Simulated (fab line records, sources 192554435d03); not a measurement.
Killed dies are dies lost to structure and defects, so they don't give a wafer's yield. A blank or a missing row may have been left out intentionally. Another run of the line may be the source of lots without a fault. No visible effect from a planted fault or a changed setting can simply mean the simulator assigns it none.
What tool caused it? :: flow n5_finfet :: 72 wafers from 24 lots sampled at 2 of the route's 1938 steps

WHAT THE GAUGES SHOWED, per wafer
N5_BEOL_M2_CD_MEAS_35: target cd 18 nm, target cd y 22.2 nm.
lot: L075
measured: day 7 10:59
on: cd_sem-02
cd_nm (nm): 18.2 18.0 18.2

lot: L074
measured: day 7 11:11
on: cd_sem-03
cd_nm (nm): 17.7 18.0 18.5

lot: L076
measured: day 7 14:26
on: cd_sem-01
cd_nm (nm): 17.9 17.9 17.9

lot: L078
measured: day 7 14:30
on: cd_sem-01
cd_nm (nm): 17.6 17.7 18.3

lot: L077
measured: day 7 18:58
on: cd_sem-03
cd_nm (nm): 18.1 17.9 17.5

lot: L080
measured: day 8 10:07
on: cd_sem-02
cd_nm (nm): 17.9 17.6 17.7

lot: L079
measured: day 8 10:06
on: cd_sem-01
cd_nm (nm): 17.6 17.7 18.0

lot: L081
measured: day 9 04:42
on: cd_sem-01
cd_nm (nm): 17.9 17.4 17.8

lot: L082
measured: day 9 21:51
on: cd_sem-01
cd_nm (nm): 17.8 17.5 17.7

lot: L083
measured: day 9 21:57
on: cd_sem-01
cd_nm (nm): 18.0 17.7 18.2

lot: L084
measured: day 10 22:42
on: cd_sem-02
cd_nm (nm): 17.7 17.9 18.1

lot: L085
measured: day 11 19:03
on: cd_sem-03
cd_nm (nm): 18.0 17.7 17.6

lot: L087
measured: day 11 22:41
on: cd_sem-01
cd_nm (nm): 18.6 17.7 18.1

lot: L086
measured: day 11 22:57
on: cd_sem-01
cd_nm (nm): 18.2 18.0 18.0

lot: L089
measured: day 12 02:22
on: cd_sem-03
cd_nm (nm): 17.5 17.5 17.8

lot: L090
measured: day 12 05:19
on: cd_sem-01
cd_nm (nm): 18.2 17.8 18.1

lot: L088
measured: day 12 08:16
on: cd_sem-02
cd_nm (nm): 18.6 18.7 18.6

lot: L092
measured: day 12 13:18
on: cd_sem-03
cd_nm (nm): 18.1 18.2 18.5

lot: L091
measured: day 12 11:40
on: cd_sem-03
cd_nm (nm): 18.8 18.0 18.0

lot: L093
measured: day 12 17:02
on: cd_sem-02
cd_nm (nm): 17.7 17.9 17.6

lot: L094
measured: day 12 20:20
on: cd_sem-02
cd_nm (nm): 17.7 17.7 17.9

lot: L095
measured: day 12 20:25
on: cd_sem-02
cd_nm (nm): 17.6 17.7 18.6

lot: L096
measured: day 13 00:19
on: cd_sem-03
cd_nm (nm): 17.2 18.4 18.4

lot: L097
measured: day 13 03:26
on: cd_sem-02
cd_nm (nm): 17.9 17.8 17.8

WHICH TOOL RAN EACH LOT (tool, then ch and the chambers of the sampled wafers, then the start)
lot: L075
N5_BEOL_M2_ETCH_77: rie_diel-05 ch 0,1,2, day 7 08:28

lot: L074
N5_BEOL_M2_ETCH_77: rie_diel-05 ch 0,1,2, day 7 08:35

lot: L076
N5_BEOL_M2_ETCH_77: rie_diel-03 ch 1,2,3, day 7 09:38

lot: L078
N5_BEOL_M2_ETCH_77: rie_diel-05 ch 0,1,2, day 7 12:34

lot: L077
N5_BEOL_M2_ETCH_77: rie_diel-05 ch 0,1,2, day 7 15:32

lot: L080
N5_BEOL_M2_ETCH_77: rie_diel-01 ch 1,2,3, day 8 04:46

lot: L079
N5_BEOL_M2_ETCH_77: rie_diel-01 ch 1,3, day 8 06:05

lot: L081
N5_BEOL_M2_ETCH_77: rie_diel-01 ch 0,1,2, day 9 02:58

lot: L082
N5_BEOL_M2_ETCH_77: rie_diel-03 ch 1,2,3, day 9 04:10

lot: L083
N5_BEOL_M2_ETCH_77: rie_diel-03 ch 1,2, day 9 10:31

lot: L084
N5_BEOL_M2_ETCH_77: rie_diel-05 ch 0,2,3, day 9 23:26

lot: L085
N5_BEOL_M2_ETCH_77: rie_diel-05 ch 1,2,3, day 10 06:26

lot: L087
N5_BEOL_M2_ETCH_77: rie_diel-03 ch 0,1,2, day 10 15:46

lot: L086
N5_BEOL_M2_ETCH_77: rie_diel-03 ch 1,2, day 10 18:45

lot: L089
N5_BEOL_M2_ETCH_77: rie_diel-03 ch 0,1,2, day 10 21:50

lot: L090
N5_BEOL_M2_ETCH_77: rie_diel-03 ch 0,1, day 10 22:04

lot: L088
N5_BEOL_M2_ETCH_77: rie_diel-03 ch 1,2, day 11 00:14

lot: L092
N5_BEOL_M2_ETCH_77: rie_diel-05 ch 0,1,3, day 11 05:10

lot: L091
N5_BEOL_M2_ETCH_77: rie_diel-03 ch 0,1,2, day 11 08:34

lot: L093
N5_BEOL_M2_ETCH_77: rie_diel-03 ch 2,3, day 11 11:40

lot: L094
N5_BEOL_M2_ETCH_77: rie_diel-03 ch 0,2,3, day 11 11:51

lot: L095
N5_BEOL_M2_ETCH_77: rie_diel-01 ch 1,2,3, day 11 21:11

lot: L096
N5_BEOL_M2_ETCH_77: rie_diel-05 ch 1,2,3, day 12 18:19

lot: L097
N5_BEOL_M2_ETCH_77: rie_diel-01 ch 0,1,3, day 12 18:55
- N5_BEOL_M2_ETCH_77: etches underlayer in N2/H2, target depth 6.5 nm, time 5.2 s.

AS READ BY THE TOOLS THEMSELVES (means over the sampled wafers that have a number; for cases with no such wafer, the mark the record gives instead)
N5_BEOL_M2_ETCH_77.
lot: L075
tool: rie_diel-05
bias_w (W): 149.9
chamber_pressure_mTorr (mTorr): 29.98
drypump_motor_current_A (A): 5.7
etch_rf_on_time_s (s): 5.10
h2_flow_sccm (sccm): 199.9
n2_flow_sccm (sccm): 199.9
oes_product_au (a.u.): 0.74
rf_vpp_V (V): 524.1
showerhead_plenum_p_Torr (Torr): 2.57
throttle_valve_pct (%): 17.75

lot: L074
tool: rie_diel-05
bias_w (W): 150.3
chamber_pressure_mTorr (mTorr): 29.98
drypump_motor_current_A (A): 5.7
etch_rf_on_time_s (s): 5.12
h2_flow_sccm (sccm): 200.1
n2_flow_sccm (sccm): 200.3
oes_product_au (a.u.): 0.74
rf_vpp_V (V): 524.6
showerhead_plenum_p_Torr (Torr): 2.57
throttle_valve_pct (%): 17.73

lot: L076
tool: rie_diel-03
bias_w (W): 149.7
chamber_pressure_mTorr (mTorr): 29.97
drypump_motor_current_A (A): 6.3
etch_rf_on_time_s (s): 5.20
h2_flow_sccm (sccm): 200.0
n2_flow_sccm (sccm): 199.8
oes_product_au (a.u.): 0.69
rf_vpp_V (V): 526.0
showerhead_plenum_p_Torr (Torr): 2.60
throttle_valve_pct (%): 17.96

lot: L078
tool: rie_diel-05
bias_w (W): 150.0
chamber_pressure_mTorr (mTorr): 30.00
drypump_motor_current_A (A): 5.7
etch_rf_on_time_s (s): 5.09
h2_flow_sccm (sccm): 200.1
n2_flow_sccm (sccm): 200.1
oes_product_au (a.u.): 0.73
rf_vpp_V (V): 525.1
showerhead_plenum_p_Torr (Torr): 2.57
throttle_valve_pct (%): 17.77

lot: L077
tool: rie_diel-05
bias_w (W): 149.6
chamber_pressure_mTorr (mTorr): 29.96
drypump_motor_current_A (A): 5.7
etch_rf_on_time_s (s): 5.10
h2_flow_sccm (sccm): 200.2
n2_flow_sccm (sccm): 200.1
oes_product_au (a.u.): 0.73
rf_vpp_V (V): 524.0
showerhead_plenum_p_Torr (Torr): 2.57
throttle_valve_pct (%): 17.74

lot: L080
tool: rie_diel-01
bias_w (W): 149.9
chamber_pressure_mTorr (mTorr): 30.00
drypump_motor_current_A (A): 5.7
etch_rf_on_time_s (s): 5.10
h2_flow_sccm (sccm): 199.7
n2_flow_sccm (sccm): 199.8
oes_product_au (a.u.): 0.66
rf_vpp_V (V): 520.8
showerhead_plenum_p_Torr (Torr): 2.48
throttle_valve_pct (%): 17.68

lot: L079
tool: rie_diel-01
bias_w (W): 149.9
chamber_pressure_mTorr (mTorr): 30.02
drypump_motor_current_A (A): 6.0
etch_rf_on_time_s (s): 5.06
h2_flow_sccm (sccm): 200.5
n2_flow_sccm (sccm): 199.6
oes_product_au (a.u.): 0.70
rf_vpp_V (V): 520.5
showerhead_plenum_p_Torr (Torr): 2.44
throttle_valve_pct (%): 17.59

lot: L081
tool: rie_diel-01
bias_w (W): 150.2
chamber_pressure_mTorr (mTorr): 30.03
drypump_motor_current_A (A): 6.0
etch_rf_on_time_s (s): 5.21
h2_flow_sccm (sccm): 200.3
n2_flow_sccm (sccm): 200.0
oes_product_au (a.u.): 0.65
rf_vpp_V (V): 522.8
showerhead_plenum_p_Torr (Torr): 2.52
throttle_valve_pct (%): 17.80

lot: L082
tool: rie_diel-03
bias_w (W): 149.6
chamber_pressure_mTorr (mTorr): 30.02
drypump_motor_current_A (A): 6.3
etch_rf_on_time_s (s): 5.22
h2_flow_sccm (sccm): 199.8
n2_flow_sccm (sccm): 200.3
oes_product_au (a.u.): 0.68
rf_vpp_V (V): 525.8
showerhead_plenum_p_Torr (Torr): 2.59
throttle_valve_pct (%): 17.97

lot: L083
tool: rie_diel-03
bias_w (W): 150.1
chamber_pressure_mTorr (mTorr): 29.98
drypump_motor_current_A (A): 6.6
etch_rf_on_time_s (s): 5.18
h2_flow_sccm (sccm): 200.1
n2_flow_sccm (sccm): 200.0
oes_product_au (a.u.): 0.72
rf_vpp_V (V): 525.9
showerhead_plenum_p_Torr (Torr): 2.58
throttle_valve_pct (%): 17.71

lot: L084
tool: rie_diel-05
bias_w (W): 150.1
chamber_pressure_mTorr (mTorr): 30.03
drypump_motor_current_A (A): 5.5
etch_rf_on_time_s (s): 5.14
h2_flow_sccm (sccm): 200.4
n2_flow_sccm (sccm): 200.1
oes_product_au (a.u.): 0.70
rf_vpp_V (V): 524.6
showerhead_plenum_p_Torr (Torr): 2.56
throttle_valve_pct (%): 17.71

lot: L085
tool: rie_diel-05
bias_w (W): 149.9
chamber_pressure_mTorr (mTorr): 29.97
drypump_motor_current_A (A): 5.8
etch_rf_on_time_s (s): 5.11
h2_flow_sccm (sccm): 200.6
n2_flow_sccm (sccm): 199.8
oes_product_au (a.u.): 0.73
rf_vpp_V (V): 524.5
showerhead_plenum_p_Torr (Torr): 2.53
throttle_valve_pct (%): 17.69

lot: L087
tool: rie_diel-03
bias_w (W): 150.0
chamber_pressure_mTorr (mTorr): 30.01
drypump_motor_current_A (A): 6.4
etch_rf_on_time_s (s): 5.19
h2_flow_sccm (sccm): 199.6
n2_flow_sccm (sccm): 200.2
oes_product_au (a.u.): 0.70
rf_vpp_V (V): 524.4
showerhead_plenum_p_Torr (Torr): 2.54
throttle_valve_pct (%): 17.86

lot: L086
tool: rie_diel-03
bias_w (W): 149.7
chamber_pressure_mTorr (mTorr): 30.03
drypump_motor_current_A (A): 6.7
etch_rf_on_time_s (s): 5.12
h2_flow_sccm (sccm): 200.4
n2_flow_sccm (sccm): 200.6
oes_product_au (a.u.): 0.71
rf_vpp_V (V): 525.1
showerhead_plenum_p_Torr (Torr): 2.57
throttle_valve_pct (%): 17.82

lot: L089
tool: rie_diel-03
bias_w (W): 150.3
chamber_pressure_mTorr (mTorr): 30.01
drypump_motor_current_A (A): 6.4
etch_rf_on_time_s (s): 5.12
h2_flow_sccm (sccm): 199.9
n2_flow_sccm (sccm): 199.9
oes_product_au (a.u.): 0.70
rf_vpp_V (V): 524.6
showerhead_plenum_p_Torr (Torr): 2.54
throttle_valve_pct (%): 17.88

lot: L090
tool: rie_diel-03
bias_w (W): 150.6
chamber_pressure_mTorr (mTorr): 29.99
drypump_motor_current_A (A): 6.3
etch_rf_on_time_s (s): 5.25
h2_flow_sccm (sccm): 199.7
n2_flow_sccm (sccm): 200.1
oes_product_au (a.u.): 0.70
rf_vpp_V (V): 524.3
showerhead_plenum_p_Torr (Torr): 2.54
throttle_valve_pct (%): 17.78

lot: L088
tool: rie_diel-03
bias_w (W): 150.1
chamber_pressure_mTorr (mTorr): 29.97
drypump_motor_current_A (A): 6.5
etch_rf_on_time_s (s): 5.19
h2_flow_sccm (sccm): 199.8
n2_flow_sccm (sccm): 199.4
oes_product_au (a.u.): 0.71
rf_vpp_V (V): 525.4
showerhead_plenum_p_Torr (Torr): 2.58
throttle_valve_pct (%): 17.74

lot: L092
tool: rie_diel-05
bias_w (W): 150.2
chamber_pressure_mTorr (mTorr): 29.99
drypump_motor_current_A (A): 5.7
etch_rf_on_time_s (s): 5.14
h2_flow_sccm (sccm): 199.8
n2_flow_sccm (sccm): 199.9
oes_product_au (a.u.): 0.74
rf_vpp_V (V): 523.9
showerhead_plenum_p_Torr (Torr): 2.51
throttle_valve_pct (%): 17.58

lot: L091
tool: rie_diel-03
bias_w (W): 149.8
chamber_pressure_mTorr (mTorr): 30.03
drypump_motor_current_A (A): 6.4
etch_rf_on_time_s (s): 5.18
h2_flow_sccm (sccm): 199.3
n2_flow_sccm (sccm): 200.2
oes_product_au (a.u.): 0.69
rf_vpp_V (V): 522.6
showerhead_plenum_p_Torr (Torr): 2.54
throttle_valve_pct (%): 17.86

lot: L093
tool: rie_diel-03
bias_w (W): 150.4
chamber_pressure_mTorr (mTorr): 29.99
drypump_motor_current_A (A): 6.3
etch_rf_on_time_s (s): 5.12
h2_flow_sccm (sccm): 200.5
n2_flow_sccm (sccm): 200.2
oes_product_au (a.u.): 0.75
rf_vpp_V (V): 523.7
showerhead_plenum_p_Torr (Torr): 2.58
throttle_valve_pct (%): 17.92

lot: L094
tool: rie_diel-03
bias_w (W): 150.1
chamber_pressure_mTorr (mTorr): 30.03
drypump_motor_current_A (A): 6.1
etch_rf_on_time_s (s): 5.13
h2_flow_sccm (sccm): 200.4
n2_flow_sccm (sccm): 200.2
oes_product_au (a.u.): 0.74
rf_vpp_V (V): 523.8
showerhead_plenum_p_Torr (Torr): 2.55
throttle_valve_pct (%): 17.99

lot: L095
tool: rie_diel-01
bias_w (W): 150.1
chamber_pressure_mTorr (mTorr): 29.99
drypump_motor_current_A (A): 5.7
etch_rf_on_time_s (s): 5.16
h2_flow_sccm (sccm): 199.4
n2_flow_sccm (sccm): 200.2
oes_product_au (a.u.): 0.64
rf_vpp_V (V): 522.1
showerhead_plenum_p_Torr (Torr): 2.47
throttle_valve_pct (%): 17.74

lot: L096
tool: rie_diel-05
bias_w (W): 150.2
chamber_pressure_mTorr (mTorr): 30.01
drypump_motor_current_A (A): 5.8
etch_rf_on_time_s (s): 5.19
h2_flow_sccm (sccm): 200.1
n2_flow_sccm (sccm): 200.3
oes_product_au (a.u.): 0.71
rf_vpp_V (V): 523.3
showerhead_plenum_p_Torr (Torr): 2.52
throttle_valve_pct (%): 17.70

lot: L097
tool: rie_diel-01
bias_w (W): 150.1
chamber_pressure_mTorr (mTorr): 30.00
drypump_motor_current_A (A): 5.9
etch_rf_on_time_s (s): 5.20
h2_flow_sccm (sccm): 199.4
n2_flow_sccm (sccm): 199.5
oes_product_au (a.u.): 0.65
rf_vpp_V (V): 520.6
showerhead_plenum_p_Torr (Torr): 2.40
throttle_valve_pct (%): 17.73

THE ANSWER, worked out from the rows above alone
Rule: what is usual is taken from the lots themselves. The widest of any qualifying gaps counts: lots, ordered by their means at a reading, are off when they make up no more than a third of the lots, leave a main group of 4 or more, and stand apart from it by 3 or more times the standard deviation of that group's means. If all means in a main group match to the digits the tables above print for the reading, that group is not used. A lot without any number at a reading at which 4 lots or more have one is off too. The other lots that the step has rows for count as sound. Order of review: gauges by route order, followed by the tools' own readings, for which a lot's mean as printed above is used. The first step at which some lot is off is used, and at that step the reading that is off furthest; a lot without a number counts as furthest.
Nothing can be told from this: no lot is off at any reading shown.

WHAT THE SIMULATOR HAD PUT IN
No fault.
